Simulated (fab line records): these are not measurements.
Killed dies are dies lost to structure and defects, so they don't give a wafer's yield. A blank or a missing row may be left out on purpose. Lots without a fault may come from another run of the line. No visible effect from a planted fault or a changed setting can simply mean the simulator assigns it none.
Matching of chambers    flow n5_finfet    N5_BEOL_M11_STRIP_36 on rie_diel-06 has 4 sister chambers
The step strips in N2/H2. 4 wafers are shown with their chamber, then 9 later ones without.

## WAFERS PAIRED WITH THEIR CHAMBERS
wafer   chamber  showerhead_plenum_p_Torr (Torr)
L081.2  2        2.45
L079.3  1        2.41
L085.5  0        2.62
L085.6  3        2.67

## WAFERS WITHOUT THEIR CHAMBER
wafer   showerhead_plenum_p_Torr (Torr)
L091.1  2.67
L091.3  2.72
L091.6  2.67
L093.1  2.72
L093.3  2.61
L093.5  2.72
L097.1  2.44
L097.3  2.72
L097.5  2.60

## THE CHAMBER EACH PASSED THROUGH
wafer   from the rows above      in truth
L091.1  can't be placed: 3 or 0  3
L091.3  can't be placed: 3 or 0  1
L091.6  can't be placed: 3 or 0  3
L093.1  can't be placed: 3 or 0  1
L093.3  can't be placed: 0 or 3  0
L093.5  can't be placed: 3 or 0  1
L097.1  can't be placed: 2 or 1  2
L097.3  can't be placed: 3 or 0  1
L097.5  can't be placed: 0 or 3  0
0 of 9 placed correctly. From these rows, 9 cannot be placed; in 5 the true chamber is one of the candidates. 0 placed wrongly.
How it was worked out, from the rows above alone: a wafer's distance from a chamber is the root of the sum, over the readings, of the square of ((its reading less the chamber's mean) divided by the reading's scatter). If the next closest chamber is less than 2 further off than the closest, the wafer can't be placed; otherwise it belongs to the closest. The mean given for a chamber averages the wafers shown for that chamber. The scatter: with one shown wafer a chamber, the root of the mean of the squares of how far each hidden wafer lies from its nearest shown one.
